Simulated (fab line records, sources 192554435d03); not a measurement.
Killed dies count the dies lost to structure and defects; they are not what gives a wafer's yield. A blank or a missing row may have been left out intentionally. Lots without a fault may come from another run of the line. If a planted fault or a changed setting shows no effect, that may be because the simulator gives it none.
Matching of chambers | flow n5_finfet | N5_FIN_SAQP_SPACER2_ALD_28 on ald_sin-04 has 4 sister chambers
The step deposits SiO2, target thk 8.1 nm, pulse time 1 s, purge time 2 s. 27 wafers are shown with their chamber, then 12 later ones without.

## EACH WAFER AND ITS CHAMBER
wafer  | chamber | heater_power_w (W) | precursor_pulse_height_rel
L074.1 | 1       | 445                | 1.005
L074.2 | 0       | 440                | 0.996
L074.6 | 3       | 395                | 1.013
L075.2 | 0       | 460                | 0.990
L075.3 | 2       | 480                | 1.010
L075.6 | 3       | 400                | 1.050
L077.2 | 1       | 443                | 0.992
L077.3 | 2       | 491                | 1.008
L077.6 | 0       | 452                | 0.998
L078.1 | 3       | 405                | 1.039
L078.2 | 2       | 485                | 0.957
L078.5 | 2       | 487                | 1.006
L079.1 | 0       | 460                | 1.011
L079.5 | 2       | 487                | 0.998
L079.6 | 3       | 398                | 1.005
L081.3 | 1       | 452                | 1.033
L081.4 | 0       | 454                | 0.983
L081.5 | 0       | 449                | 1.022
L082.1 | 3       | 403                | 1.003
L082.3 | 0       | 459                | 1.023
L082.4 | 1       | 444                | 0.985
L085.1 | 0       | 465                | 1.007
L085.3 | 3       | 401                | 0.982
L085.6 | 2       | 489                | 0.979
L086.2 | 1       | 456                | 1.010
L086.4 | 0       | 466                | 1.016
L086.6 | 1       | 458                | 1.020

SIGNATURES (means of the wafers above)
reading                    | chamber 0 | chamber 1 | chamber 2 | chamber 3 | scatter within a chamber
heater_power_w             | 456.11    | 449.67    | 486.50    | 400.33    | 6.24
precursor_pulse_height_rel | 1.00511   | 1.00750   | 0.99300   | 1.01533   | 0.0192
Rule: a wafer's distance from a chamber is the root of the sum, over the readings, of the square of ((its reading less the chamber's mean) divided by the reading's scatter). The wafer belongs to the nearest chamber; if the next one is less than 2 further off, it can't be placed. How the scatter is found: for the shown wafers, subtract from each reading the mean of its chamber, square and add these, divide the total by (wafers less chambers), then take the root.

## WAFERS WITHOUT THEIR CHAMBER
wafer  | heater_power_w (W) | precursor_pulse_height_rel
L087.1 | 499                | 1.023
L087.3 | 446                | 0.984
L087.6 | 491                | 0.987
L089.3 | 497                | 1.013
L089.4 | 455                | 0.982
L089.5 | 452                | 0.996
L091.1 | 455                | 0.981
L091.2 | 480                | 1.017
L091.4 | 390                | 1.008
L094.2 | 454                | 1.018
L094.3 | 479                | 0.988
L094.5 | 456                | 1.008

## WHICH CHAMBER EACH ONE RAN IN
wafer  | from the rows above     | in truth
L087.1 | 2                       | 2
L087.3 | can't be placed: 1 or 0 | 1
L087.6 | 2                       | 2
L089.3 | 2                       | 2
L089.4 | can't be placed: 0 or 1 | 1
L089.5 | can't be placed: 1 or 0 | 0
L091.1 | can't be placed: 0 or 1 | 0
L091.2 | 2                       | 2
L091.4 | 3                       | 3
L094.2 | can't be placed: 0 or 1 | 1
L094.3 | 2                       | 2
L094.5 | can't be placed: 0 or 1 | 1
Correct placement for 6 of the 12. Can't be placed from these rows: 6 (the true chamber is among the candidates in 6). Number placed wrongly: 0.
